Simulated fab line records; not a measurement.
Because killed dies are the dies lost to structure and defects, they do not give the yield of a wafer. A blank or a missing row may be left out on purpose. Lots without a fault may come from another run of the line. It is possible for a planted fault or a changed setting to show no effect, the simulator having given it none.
Chamber matching	flow n5-finfet	4 sister chambers for N5_BEOL_M1_DESCUM_16 on rie-diel-02
The step chemistry O2, time 7 s. 8 wafers are shown with their chamber, then 10 later ones without.

## WAFERS, EACH WITH ITS CHAMBER
wafer	chamber	drypump-motor-current-A (A)	showerhead-plenum-p-Torr (Torr)
L083.5	0	5.0	1.96
L084.3	0	5.0	1.96
L084.4	3	6.5	2.08
L084.5	2	6.7	2.11
L085.4	1	6.2	2.05
L085.5	2	6.8	2.11
L087.3	3	6.5	2.08
L087.4	1	6.2	2.04

## WAFERS MISSING THEIR CHAMBER
wafer	drypump-motor-current-A (A)	showerhead-plenum-p-Torr (Torr)
L087.6	6.5	2.08
L089.1	6.7	2.11
L089.2	6.5	2.08
L089.4	5.0	2.22
L093.2	6.7	2.10
L093.5	6.8	2.10
L093.6	6.2	2.04
L094.1	6.5	2.08
L094.4	6.1	2.04
L094.6	6.5	2.08

## WHICH CHAMBER EACH WENT THROUGH
wafer	from the rows above	in truth
L087.6	3	3
L089.1	2	2
L089.2	3	3
L089.4	can't be placed: 3 or 2 or 1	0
L093.2	2	2
L093.5	2	2
L093.6	1	1
L094.1	3	3
L094.4	1	1
L094.6	3	3
Placed correctly: 9 of 10. Not placeable from these rows: 1 (in 0, the candidates include the true chamber). Wrongly placed: 0.
How it was worked out, from the rows above alone: a wafer's distance from a chamber is the root of the sum, over the readings, of the square of ((its reading less the chamber's mean) divided by the reading's scatter). The wafer belongs to the nearest chamber; if the next one is less than 2 further off, it can't be placed. For every chamber, the mean is computed from those of its wafers that are shown. The scatter: take each reading less its chamber's mean, square it, sum over the shown wafers, divide by the number of wafers less the number of chambers, and take the root.
